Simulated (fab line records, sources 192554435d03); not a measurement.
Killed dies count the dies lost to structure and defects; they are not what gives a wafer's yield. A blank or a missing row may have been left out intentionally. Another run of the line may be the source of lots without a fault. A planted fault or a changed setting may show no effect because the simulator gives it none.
fab line records	flow n5_finfet
[record] lots = 7	wafers = 21
route steps=1938 shown HKMG_FIN@424 GATE_CUT@510 MOL_CONTACT_COAG@535 BEOL_M0_SAQP@652 BEOL_M0_CUTY@701 BEOL_M2@867 BEOL_M3@960
start_h: the number of hours between the record's first day and the start of the first shown wafer of the lot	wait_h: how many hours have passed since the lot's step before this one	" same as the row above	L1.1+2: several wafers, shown together as one row	- either no value or no given start	* or withheld: withheld	< > ~ a bound
route shown NAME@n: names a module that has steps shown in the file, with the first one's number in the route	usual: average and standard deviation across the fault-free wafers	same: alike in all rows	chamber/n: place in a boat	sites: readings site by site	_std_site: how widely they spread, as a standard deviation	_edge_site: mean of outer sites minus mean of inner sites	radius_mm: for every site, how far away it sits from the centre of the wafer	mask NAME#n: copy n	behind: the most recent tool/chamber to have shaped the wafer	hold: why the lot went on hold/how many hours it stayed there/how the hold came to an end	device: the n, p or np transistor that did not switch	end of line: at the end of the route, the tests of the same wafers	where a step has no rows: the recipe by itself	killed: dies lost to structure and defects at the first sort, not the wafer's yield	map: per-die view of a wafer (x killed, . not killed, _ where there is no die)
set.NAME: the setting the step ran with; set.NAME@STEP: the setting that earlier step ran with	model.NAME: the simulator's own value behind a step, which no gauge read
lots run with intentionally changed settings; tables by step, rows by wafer
[[steps]]
[step N5_HKMG_FIN_COAT_06]
[recipe] resist = CAR-ArF	spin_rpm = 1500	resist_thk_nm = 90
lot.wafer	tool	chamber	start_h	wait_h	set.spin_rpm	model.CAR-ArF_of_HKMG_FIN_COAT_06.thk_nm
L077.1+4	litho_track-04	0	-	-	1383	94.2
L077.3	"	0	"	"	1500	90.6
L080.1	litho_track-02	0	-	-	1500	90.2
L080.3	"	0	"	"	1597	87.2
L080.4	"	0	"	"	1500	90
L082.1+4	litho_track-02	0	-	-	1500	90.4
L082.6	"	0	"	"	1500	90.2
L086.2	litho_track-05	0	-	-	1500	90
L086.4	"	0	"	"	1500	89.8
L086.6	"	0	"	"	1500	89.4
L091.1	litho_track-04	0	-	-	1500	89.8
L091.2+3	"	0	"	"	1500	90
L094.3+5	litho_track-04	0	-	-	1658	85.4
L094.6	"	0	"	"	1500	89.6
L095.2	litho_track-05	0	-	-	1364	94.6
L095.3	"	0	"	"	1500	90
L095.6	"	0	"	"	1364	94.4
[step N5_HKMG_FIN_EBR_08]
[recipe] solvent = PGMEA	ebr_width_mm = 1.5
[step N5_HKMG_FIN_SOFTBAKE_07]
[recipe] temp_c = 110	time_s = 60	resist = CAR-ArF
[step N5_HKMG_FIN_DESCUM_17]
[recipe] chemistry = O2	time_s = 7.9	source_power_w = 50	bias_power_w = 20	pressure_mtorr = 20	rf_frequency_hz = 2.712e+07	temp_c = 40	resist = CAR-ArF	o2_flow_sccm = 225
[step N5_HKMG_FIN_ETCH_31]
[recipe] chemistry = CF4	target = SiARC	target_depth_a = 455	mask_material = CAR-ArF	time_s = 75.8	ion_energy_ev = 80	pressure_mtorr = 40	source_w = 545	bias_w = 36	Ar_flow_sccm = 100	cf4_flow_sccm = 100	ends = cleared
lot.wafer	tool	chamber	start_h	wait_h	set.spin_rpm@HKMG_FIN_COAT_30	set.spin_rpm@HKMG_FIN_COAT_06	model.CAR-ArF_of_HKMG_FIN_COAT_06.thk_nm	model.etch.depth_nm
L077.1	rie_diel-02	3	93.24	0.0	1500	1383	55	35.08
L077.3	"	2	"	"	1500	1500	51.2	35.17
L077.4	"	0	"	"	1500	1383	54.8	35.17
L080.1	rie_diel-04	1	116.91	0.0	1500	1500	51	35.08
L080.3	"	2	"	"	1500	1597	48	35.02
L080.4	"	3	"	"	1500	1500	50.6	35.14
L082.1	rie_diel-02	0	125.64	0.0	1635	1500	52.6	33.49
L082.4	"	3	"	"	1635	1500	52.6	33.52
L082.6	"	2	"	"	1500	1500	51	34.96
L086.2	rie_diel-02	1	147.66	0.0	1500	1500	51	35
L086.4	"	0	"	"	1380	1500	49	36.53
L086.6	"	0	"	"	1380	1500	48.8	36.52
L091.1	rie_diel-04	1	175.23	0.0	1500	1500	50.6	35.11
L091.2	"	3	"	"	1500	1500	50.8	35.03
L091.3	"	0	"	"	1500	1500	51	35
L094.3	rie_diel-01	0	194.63	0.0	1500	1658	46.2	35.25
L094.5	"	2	"	"	1633	1658	47.4	33.69
L094.6	"	0	"	"	1500	1500	50.4	35.14
L095.2	rie_diel-02	0	200.46	0.0	1450	1364	54.8	35.58
L095.3	"	1	"	"	1450	1500	50.2	35.7
L095.6	"	0	"	"	1500	1364	55.2	35.02
[step N5_HKMG_FIN_ETCH_32]
[recipe] chemistry = N2/H2	target = SOC	target_depth_a = 2400	temp_c = 40	time_s = 300	ion_energy_ev = 200	mask_material = SiARC	pressure_mtorr = 30	source_w = 840	bias_w = 150	n2_flow_sccm = 200	h2_flow_sccm = 200
lot.wafer	tool	chamber	start_h	wait_h	set.spin_rpm@HKMG_FIN_COAT_30	model.SiARC_of_HKMG_FIN_COAT_30.thk_nm
L077.1	rie_diel-02	3	93.30	0.0	1500	21.2
L077.3	"	2	"	"	1500	22
L077.4	"	0	"	"	1500	21.4
L080.1	rie_diel-04	1	116.96	0.0	1500	22.2
L080.3	"	2	"	"	1500	21.6
L080.4	"	3	"	"	1500	21.2
L082.1	rie_diel-02	0	125.70	0.0	1635	19.6
L082.4	"	3	"	"	1635	20
L082.6	"	2	"	"	1500	22
L086.2	rie_diel-02	1	147.71	0.0	1500	20.8
L086.4+6	"	0	"	"	1380	22.6
L091.1	rie_diel-04	1	175.29	0.0	1500	22.2
L091.2	"	3	"	"	1500	21.2
L091.3	"	0	"	"	1500	21
L094.3+6	rie_diel-01	0	194.69	0.0	1500	21.8
L094.5	"	2	"	"	1633	19.4
L095.2	rie_diel-02	0	200.51	0.0	1450	21.6
L095.3	"	1	"	"	1450	21.4
L095.6	"	0	"	"	1500	21
[step N5_GATE_CUT_ALD_22]
[recipe] material = SiNx	target_thk_a = 160	temp_c = 400	ald_precursor_family = SiH2I2	ald_co_reactant = N2/H2-plasma	pulse_time_s = 1	ald_cycles = 320	purge_time_s = 2	co_reactant_purge_time_s = 2	pressure_torr = 2
lot.wafer	tool	chamber	start_h	wait_h	set.ald_cycles	model.SiNx_of_GATE_CUT_ALD_22.thk_nm
L077.1	ald_sin-04	0	102.76	0.0	360	18
L077.3+4	"	1,3	"	"	320	16
L080.1	ald_sin-03	2	125.98	0.0	320	15.8
L080.3	"	1	"	"	334	16.6
L080.4	"	3	"	"	334	16.8
L082.1	ald_sin-03	2	134.63	0.0	351	17.6
L082.4	"	1	"	"	320	16
L082.6	"	3	"	"	320	16.2
L086.2+4	ald_sin-01	2,1	157.78	0.0	320	16
L086.6	"	3	"	"	297	14.8
L091.1+2+3	ald_sin-01	1,3,2	184.63	0.5	320	16
L094.3+5	ald_sin-03	3,0	203.80	0.0	320	16
L094.6	"	1	"	"	365	18.2
L095.2+3	ald_sin-04	0,3	209.56	0.2	320	16
L095.6	"	0	"	"	320	16.2
[step N5_MOL_CONTACT_COAG_CONTACT_ETCH_14]
[recipe] chemistry = C4F6/O2	target = SiO2	target_depth_a = 275	overetch_a = 85	mask_material = SOC	pressure_mtorr = 30	source_w = 370	bias_w = 185	Ar_flow_sccm = 300	C4F6_flow_sccm = 16	O2_flow_sccm = 10	time_s = 20	ion_energy_ev = 259.6
[usual] rf_vpp_V = 692/3.4
lot.wafer	tool	chamber	start_h	wait_h	set.source_w	rf_vpp_V
L077.1	rie_diel-02	1	105.89	0.0	370	688
L077.3	"	3	"	"	396.2	677
L077.4	"	0	"	"	370	692
L080.1	rie_diel-04	2	129.23	0.0	370	691
L080.3	"	3	"	"	400.1	673
L080.4	"	1	"	"	370	697
L082.1	rie_diel-04	1	137.84	0.0	370	696
L082.4	"	1	"	"	370	695
L082.6	"	3	"	"	411.5	667
L086.2	rie_diel-02	1	161.03	0.0	370	689
L086.4	"	0	"	"	387.2	676
L086.6	"	3	"	"	387.2	680
L091.1	rie_diel-04	0	187.82	0.0	370	700
L091.2	"	2	"	"	370	691
L091.3	"	3	"	"	370	693
L094.3	rie_diel-04	3	206.94	0.0	307.5	728
L094.5	"	0	"	"	370	698
L094.6	"	3	"	"	370	692
L095.2	rie_diel-01	2	212.69	0.0	386.7	692
L095.3	"	1	"	"	370	690
L095.6	"	3	"	"	386.7	687
[step N5_BEOL_M0_SAQP_DESCUM_19]
[recipe] chemistry = O2	time_s = 7.9	source_power_w = 50	bias_power_w = 20	pressure_mtorr = 20	rf_frequency_hz = 2.712e+07	temp_c = 40	resist = CAR-ArF	o2_flow_sccm = 225
lot.wafer	tool	chamber	start_h	wait_h	set.time_s	model.CAR-ArF_of_BEOL_M0_SAQP_COAT_08.thk_nm
L077.1+3+4	rie_diel-05	1,0,2	123.23	0.0	7.9	83.8
L080.1+3	rie_diel-06	2,0	146.10	0.0	6.258	84.2
L080.4	"	2	"	"	7.9	83.2
L082.1	rie_diel-06	1	154.44	0.1	6.361	84.4
L082.4	"	2	"	"	7.9	83.4
L082.6	"	2	"	"	6.361	84.8
L086.2	rie_diel-06	0	180.80	0.2	8.922	82.8
L086.4	"	3	"	"	8.922	83.2
L086.6	"	3	"	"	7.9	83.8
L091.1	rie_diel-03	1	206.07	0.0	7.9	83.4
L091.2+3	"	0,2	"	"	7.9	83.2
L094.3	rie_diel-05	2	223.23	0.0	6.185	84.6
L094.5	"	3	"	"	6.185	84.4
L094.6	"	0	"	"	7.9	83.4
L095.2+3+6	rie_diel-05	0,1,0	234.45	0.0	7.9	83
[step N5_BEOL_M0_SAQP_ETCH_83]
[recipe] chemistry = CF4	target = SiARC	target_depth_a = 390	mask_material = CAR-ArF	time_s = 65	ion_energy_ev = 80	pressure_mtorr = 40	source_w = 545	bias_w = 36	Ar_flow_sccm = 100	cf4_flow_sccm = 100	ends = cleared
lot.wafer	tool	chamber	start_h	wait_h	set.time_s@BEOL_M0_SAQP_DESCUM_19	model.CAR-ArF_of_BEOL_M0_SAQP_COAT_08.thk_nm
L077.1	rie_diel-05	1	123.26	0.0	7.9	56
L077.3+4	"	0,2	"	"	7.9	55.8
L080.1	rie_diel-06	2	146.13	0.0	6.258	56.2
L080.3	"	0	"	"	6.258	56.4
L080.4	"	2	"	"	7.9	55.4
L082.1	rie_diel-06	1	154.47	0.0	6.361	56.6
L082.4	"	2	"	"	7.9	55.4
L082.6	"	2	"	"	6.361	56.8
L086.2	rie_diel-06	0	180.84	0.0	8.922	54.8
L086.4	"	3	"	"	8.922	55.2
L086.6	"	3	"	"	7.9	55.8
L091.1	rie_diel-03	1	206.11	0.0	7.9	55.4
L091.2+3	"	0,2	"	"	7.9	55.2
L094.3+5	rie_diel-05	2,3	223.27	0.0	6.185	56.4
L094.6	"	0	"	"	7.9	55.4
L095.2	rie_diel-05	0	234.48	0.0	7.9	55
L095.3+6	"	1,0	"	"	7.9	55.2
[step N5_BEOL_M0_CUTY_COAT_50]
[recipe] resist = SiARC	temp_c = 220	time_s = 60	spin_rpm = 1500	resist_thk_nm = 15
lot.wafer	tool	chamber	start_h	wait_h	set.spin_rpm	model.SiARC_of_BEOL_M0_CUTY_COAT_50.thk_nm
L077.1	litho_track-05	0	128.96	0.0	1500	15
L077.3+4	"	0	"	"	1664	14.2
L080.1+3+4	litho_track-05	0	152.06	0.0	1500	15
L082.1+4	litho_track-05	0	160.09	0.0	1500	15
L082.6	"	0	"	"	1585	14.6
L086.2+4	litho_track-03	0	188.68	0.0	1500	15
L086.6	"	0	"	"	1380	15.6
L091.1+2+3	litho_track-03	0	212.12	0.0	1500	15
L094.3	litho_track-03	0	227.97	0.0	1500	14.8
L094.5+6	"	0	"	"	1655	14.2
L095.2+3	litho_track-01	0	239.48	0.0	1500	15
L095.6	"	0	"	"	1565	14.6
[step N5_BEOL_M2_COAT_67]
[recipe] resist = SOC	temp_c = 250	time_s = 60	spin_rpm = 1500	resist_thk_nm = 60
lot.wafer	tool	chamber	start_h	wait_h	set.spin_rpm	model.SOC_of_BEOL_M2_COAT_67.thk_nm
L077.1	litho_track-03	0	157.35	0.0	1646	57.2
L077.3+4	"	0	"	"	1500	59.8
L080.1	litho_track-01	0	180.24	0.0	1500	59.8
L080.3+4	"	0	"	"	1594	58
L082.1	litho_track-03	0	189.40	0.0	1431	61.4
L082.4	"	0	"	"	1500	60
L082.6	"	0	"	"	1431	61.2
L086.2	litho_track-03	0	214.84	0.0	1500	59.8
L086.4+6	"	0	"	"	1500	60
L091.1+2+3	litho_track-01	0	233.22	0.0	1500	60.2
L094.3+5	litho_track-03	0	254.78	0.0	1500	59.8
L094.6	"	0	"	"	1660	57
L095.2	litho_track-03	0	263.97	0.0	1581	58.2
L095.3	"	0	"	"	1500	60
L095.6	"	0	"	"	1581	58.4
[step N5_BEOL_M2_COAT_22]
[recipe] resist = CAR-EUV	spin_rpm = 1500	resist_thk_nm = 30
lot.wafer	tool	chamber	start_h	wait_h	set.spin_rpm	model.CAR-EUV_of_BEOL_M2_COAT_22.thk_nm
L077.1+3	litho_track-03	0	-	-	1500	30
L077.4	"	0	"	"	1449	30.6
L080.1	litho_track-01	0	-	-	1405	31.2
L080.3	"	0	"	"	1500	30.2
L080.4	"	0	"	"	1405	31
L082.1+6	litho_track-03	0	-	-	1412	31
L082.4	"	0	"	"	1500	30
L086.2	litho_track-03	0	-	-	1382	31.2
L086.4	"	0	"	"	1382	31.4
L086.6	"	0	"	"	1500	30
L091.1+2	litho_track-01	0	-	-	1500	30
L091.3	"	0	"	"	1500	29.8
L094.3+5	litho_track-03	0	-	-	1603	29
L094.6	"	0	"	"	1500	30
L095.2	litho_track-03	0	-	-	1568	29.4
L095.3+6	"	0	"	"	1500	30
[step N5_BEOL_M2_EBR_24]
[recipe] solvent = PGMEA	ebr_width_mm = 1.5
[step N5_BEOL_M2_SOFTBAKE_23]
[recipe] temp_c = 110	time_s = 60	resist = CAR-EUV
[step N5_BEOL_M2_DESCUM_33]
[recipe] chemistry = O2	time_s = 7	source_power_w = 50	bias_power_w = 20	pressure_mtorr = 20	rf_frequency_hz = 2.712e+07	temp_c = 40	resist = CAR-EUV	o2_flow_sccm = 225
lot.wafer	tool	chamber	start_h	wait_h	set.spin_rpm@BEOL_M2_COAT_22	model.CAR-EUV_of_BEOL_M2_COAT_22.thk_nm
L077.1+3	rie_diel-04	2,0	157.88	0.0	1500	26
L077.4	"	1	"	"	1449	26.6
L080.1+4	rie_diel-01	1,0	180.64	0.0	1405	27.2
L080.3	"	2	"	"	1500	26.2
L082.1+6	rie_diel-02	0	190.35	0.5	1412	27
L082.4	"	2	"	"	1500	26
L086.2	rie_diel-02	1	215.37	0.0	1382	27.2
L086.4	"	3	"	"	1382	27.4
L086.6	"	2	"	"	1500	26
L091.1+3	rie_diel-01	3,2	233.94	0.4	1500	26
L091.2	"	1	"	"	1500	26.2
L094.3+5	rie_diel-04	3	255.20	0.0	1603	25
L094.6	"	0	"	"	1500	26
L095.2	rie_diel-04	1	264.66	0.3	1568	25.4
L095.3+6	"	3,2	"	"	1500	26
[step N5_BEOL_M2_ETCH_77]
[recipe] chemistry = N2/H2	target = underlayer	target_depth_a = 65	mask_material = CAR-EUV	time_s = 5.2	ion_energy_ev = 200	pressure_mtorr = 30	source_w = 840	bias_w = 150	n2_flow_sccm = 200	h2_flow_sccm = 200	ends = cleared
[step N5_BEOL_M2_ETCH_69]
[recipe] chemistry = CF4	target = SiARC	target_depth_a = 156	mask_material = CAR-EUV	time_s = 26	ion_energy_ev = 80	pressure_mtorr = 40	source_w = 545	bias_w = 36	Ar_flow_sccm = 100	cf4_flow_sccm = 100	ends = cleared
[step N5_BEOL_M2_ALD_98]
[recipe] material = SiO2	target_thk_a = 25	temp_c = 100	ald_precursor_family = BDEAS	ald_co_reactant = O2-plasma	pulse_time_s = 1	co_reactant_pulse_time_s = 1	purge_time_s = 2	co_reactant_purge_time_s = 2	ald_cycles = 17	pressure_torr = 2
[step N5_BEOL_M2_ETCHBACK_99]
[recipe] chemistry = CHF3	target = SiO2	target_depth_a = 50	time_s = 10.4	source_w = 215	bias_w = 47	Ar_flow_sccm = 200	CHF3_flow_sccm = 12	ion_energy_ev = 100	pressure_mtorr = 30
[step N5_BEOL_M2_ETCH_70]
[recipe] chemistry = N2/H2	target = SOC	target_depth_a = 800	overetch_a = 240	mask_material = SiARC	temp_c = 40	time_s = 130	ion_energy_ev = 200	pressure_mtorr = 30	source_w = 840	bias_w = 150	n2_flow_sccm = 200	h2_flow_sccm = 200
lot.wafer	tool	chamber	start_h	wait_h	set.spin_rpm@BEOL_M2_COAT_67	model.etch.depth_nm
L077.1	rie_diel-04	3	158.85	0.0	1646	57.19
L077.3	"	1	"	"	1500	59.77
L077.4	"	3	"	"	1500	59.86
L080.1	rie_diel-04	3	193.67	0.0	1500	59.82
L080.3	"	0	"	"	1594	57.98
L080.4	"	3	"	"	1594	58.09
L082.1	rie_diel-02	3	194.93	0.0	1431	61.3
L082.4	"	1	"	"	1500	59.99
L082.6	"	2	"	"	1431	61.18
L086.2	rie_diel-04	0	227.26	0.0	1500	59.86
L086.4+6	"	2,3	"	"	1500	59.9
L091.1	rie_diel-02	3	247.08	0.0	1500	60.18
L091.2	"	0	"	"	1500	60.19
L091.3	"	1	"	"	1500	60.13
L094.3	rie_diel-02	0	260.82	0.0	1500	59.76
L094.5	"	3	"	"	1500	59.84
L094.6	"	0	"	"	1660	56.96
L095.2	rie_diel-01	0	271.78	0.0	1581	58.28
L095.3	"	1	"	"	1500	59.98
L095.6	"	2	"	"	1581	58.43
[step N5_BEOL_M2_STRIP_71]
[recipe] chemistry = N2/H2	temp_c = 40	n2_flow_sccm = 200	h2_flow_sccm = 200	rf_frequency_hz = 6e+07
[step N5_BEOL_M2_STRIP_78]
[recipe] chemistry = N2/H2	temp_c = 40	n2_flow_sccm = 200	h2_flow_sccm = 200	rf_frequency_hz = 6e+07
[step N5_BEOL_M2_VIA_ETCH_34]
[recipe] chemistry = C4F6/O2	target_depth_a = 694	mask_material = SOC	pressure_mtorr = 15	ion_energy_ev = 250	taper_deg = 4	time_s = 65.9	source_w = 350	bias_w = 170	Ar_flow_sccm = 300	C4F6_flow_sccm = 10	O2_flow_sccm = 10
lot.wafer	tool	chamber	start_h	wait_h	set.spin_rpm@BEOL_M2_COAT_67	model.SOC_of_BEOL_M2_COAT_67.thk_nm
L077.1	rie_diel-04	3	158.95	0.0	1646	49
L077.3+4	"	1,3	"	"	1500	51.8
L080.1	rie_diel-04	3	193.77	0.0	1500	51.8
L080.3	"	0	"	"	1594	49.8
L080.4	"	3	"	"	1594	50
L082.1	rie_diel-02	3	195.04	0.0	1431	53.6
L082.4	"	1	"	"	1500	51.8
L082.6	"	2	"	"	1431	53.2
L086.2	rie_diel-04	0	227.36	0.0	1500	51.8
L086.4+6	"	2,3	"	"	1500	52
L091.1+3	rie_diel-02	3,1	247.18	0.0	1500	51.8
L091.2	"	0	"	"	1500	52.2
L094.3	rie_diel-02	0	260.92	0.0	1500	51.8
L094.5	"	3	"	"	1500	51.4
L094.6	"	0	"	"	1660	49
L095.2+6	rie_diel-01	0,2	271.88	0.0	1581	50.2
L095.3	"	1	"	"	1500	51.8
[step N5_BEOL_M3_COAT_22]
[recipe] resist = CAR-EUV	spin_rpm = 1500	resist_thk_nm = 30
lot.wafer	tool	chamber	start_h	wait_h	set.spin_rpm	model.CAR-EUV_of_BEOL_M3_COAT_22.thk_nm
L077.1	litho_track-05	0	-	-	1500	30
L077.3+4	"	0	"	"	1421	30.8
L080.1+3	litho_track-02	0	-	-	1411	30.8
L080.4	"	0	"	"	1500	30
L082.1+4+6	litho_track-02	0	-	-	1500	30
L086.2	litho_track-02	0	-	-	1560	29.4
L086.4+6	"	0	"	"	1500	30
L091.1	litho_track-05	0	-	-	1500	30
L091.2+3	"	0	"	"	1500	30.2
L094.3	litho_track-01	0	-	-	1424	30.8
L094.5+6	"	0	"	"	1500	29.8
L095.2+6	litho_track-05	0	-	-	1450	30.6
L095.3	"	0	"	"	1500	29.8
[step N5_BEOL_M3_EBR_24]
[recipe] solvent = PGMEA	ebr_width_mm = 1.5
[step N5_BEOL_M3_SOFTBAKE_23]
[recipe] temp_c = 110	time_s = 60	resist = CAR-EUV
[step N5_BEOL_M3_EXPOSE_25]
[recipe] mask_id = V2	na = 0.33	source_shape = quasar	sigma_inner = 0.2	sigma_outer = 0.8	polarization = unpolarized	defocus_nm = 5	dose_mj = 63
[step N5_BEOL_M3_PEB_26]
[recipe] peb_temp_c = 100	peb_time_s = 60	resist = CAR-EUV
[step N5_BEOL_M3_DEVELOP_27]
[recipe] develop_time_s = 30	developer = TMAH	resist = CAR-EUV	rinse_liquid = surfactant_rinse	dry = air_spin	dev_temp_c = 23
lot.wafer	tool	chamber	start_h	wait_h	set.spin_rpm@BEOL_M3_COAT_22	model.CAR-EUV_of_BEOL_M3_COAT_22.thk_nm
L077.1	litho_track-02	0	-	-	1500	29.6
L077.3+4	"	0	"	"	1421	30.4
L080.1+3	litho_track-02	0	-	-	1411	30.4
L080.4	"	0	"	"	1500	29.4
L082.1+6	litho_track-01	0	-	-	1500	29.6
L082.4	"	0	"	"	1500	29.4
L086.2	litho_track-02	0	-	-	1560	29
L086.4+6	"	0	"	"	1500	29.6
L091.1+2+3	litho_track-01	0	-	-	1500	29.6
L094.3	litho_track-02	0	-	-	1424	30.2
L094.5+6	"	0	"	"	1500	29.4
L095.2+6	litho_track-05	0	-	-	1450	30
L095.3	"	0	"	"	1500	29.4
[step N5_BEOL_M3_DESCUM_33]
[recipe] chemistry = O2	time_s = 7	source_power_w = 50	bias_power_w = 20	pressure_mtorr = 20	rf_frequency_hz = 2.712e+07	temp_c = 40	resist = CAR-EUV	o2_flow_sccm = 225
lot.wafer	tool	chamber	start_h	wait_h	set.spin_rpm@BEOL_M3_COAT_22	model.CAR-EUV_of_BEOL_M3_COAT_22.thk_nm
L077.1	rie_diel-06	1	167.50	0.3	1500	26.2
L077.3	"	2	"	"	1421	26.8
L077.4	"	3	"	"	1421	27
L080.1+3	rie_diel-05	2,0	202.28	0.0	1411	26.8
L080.4	"	1	"	"	1500	26
L082.1+4	rie_diel-05	1,3	202.88	0.0	1500	26
L082.6	"	1	"	"	1500	26.2
L086.2	rie_diel-05	0	234.04	0.0	1560	25.4
L086.4	"	1	"	"	1500	26
L086.6	"	3	"	"	1500	26.2
L091.1+2+3	rie_diel-05	2,3,1	255.45	0.0	1500	26.2
L094.3	rie_diel-03	2	268.83	0.0	1424	26.8
L094.5	"	3	"	"	1500	26
L094.6	"	0	"	"	1500	25.8
L095.2+6	rie_diel-06	0,1	278.56	0.0	1450	26.6
L095.3	"	1	"	"	1500	26
[[key]]
[split] step = N5_HKMG_FIN_COAT_06	setting = spin_rpm	stated = 1500	by = wafer
[response] step = N5_HKMG_FIN_COAT_06	reading = model.CAR-ArF_of_HKMG_FIN_COAT_06.thk_nm	change = -0.446	per = 1%	r = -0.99
[response] step = N5_HKMG_FIN_ETCH_31	reading = model.CAR-ArF_of_HKMG_FIN_COAT_06.thk_nm	change = -0.434	per = 1%	r = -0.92
[split] step = N5_GATE_CUT_ALD_22	setting = ald_cycles	stated = 320	by = wafer
[response] step = N5_GATE_CUT_ALD_22	reading = model.SiNx_of_GATE_CUT_ALD_22.thk_nm	change = +0.16	per = 1%	r = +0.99
[split] step = N5_MOL_CONTACT_COAG_CONTACT_ETCH_14	setting = source_w	stated = 370	by = wafer
[response] step = N5_MOL_CONTACT_COAG_CONTACT_ETCH_14	reading = rf_vpp_V	change = -2.09	per = 1%	r = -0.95
[split] step = N5_BEOL_M0_SAQP_DESCUM_19	setting = time_s	stated = 7.9	by = wafer
[response] step = N5_BEOL_M0_SAQP_DESCUM_19	reading = model.CAR-ArF_of_BEOL_M0_SAQP_COAT_08.thk_nm	change = -0.0541	per = 1%	r = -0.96
[response] step = N5_BEOL_M0_SAQP_ETCH_83	reading = model.CAR-ArF_of_BEOL_M0_SAQP_COAT_08.thk_nm	change = -0.0525	per = 1%	r = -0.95
[split] step = N5_BEOL_M0_CUTY_COAT_50	setting = spin_rpm	stated = 1500	by = wafer
[response] step = N5_BEOL_M0_CUTY_COAT_50	reading = model.SiARC_of_BEOL_M0_CUTY_COAT_50.thk_nm	change = -0.0696	per = 1%	r = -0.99
[split] step = N5_BEOL_M2_COAT_67	setting = spin_rpm	stated = 1500	by = wafer
[response] step = N5_BEOL_M2_COAT_67	reading = model.SOC_of_BEOL_M2_COAT_67.thk_nm	change = -0.274	per = 1%	r = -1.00
[response] step = N5_BEOL_M2_ETCH_70	reading = model.etch.depth_nm	change = -0.274	per = 1%	r = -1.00
[response] step = N5_BEOL_M2_VIA_ETCH_34	reading = model.SOC_of_BEOL_M2_COAT_67.thk_nm	change = -0.278	per = 1%	r = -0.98
[split] step = N5_BEOL_M2_COAT_22	setting = spin_rpm	stated = 1500	by = wafer
[response] step = N5_BEOL_M2_COAT_22	reading = model.CAR-EUV_of_BEOL_M2_COAT_22.thk_nm	change = -0.155	per = 1%	r = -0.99
[response] step = N5_BEOL_M2_DESCUM_33	reading = model.CAR-EUV_of_BEOL_M2_COAT_22.thk_nm	change = -0.158	per = 1%	r = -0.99
[split] step = N5_BEOL_M3_COAT_22	setting = spin_rpm	stated = 1500	by = wafer
[response] step = N5_BEOL_M3_COAT_22	reading = model.CAR-EUV_of_BEOL_M3_COAT_22.thk_nm	change = -0.165	per = 1%	r = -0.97
[response] step = N5_BEOL_M3_DEVELOP_27	reading = model.CAR-EUV_of_BEOL_M3_COAT_22.thk_nm	change = -0.161	per = 1%	r = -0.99
[response] step = N5_BEOL_M3_DESCUM_33	reading = model.CAR-EUV_of_BEOL_M3_COAT_22.thk_nm	change = -0.154	per = 1%	r = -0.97
split outside_this_file step=N5_HKMG_FIN_COAT_30 setting=spin_rpm
// split outside_this_file: this setting was split too, and the file shows its column; the key of that split is in another file
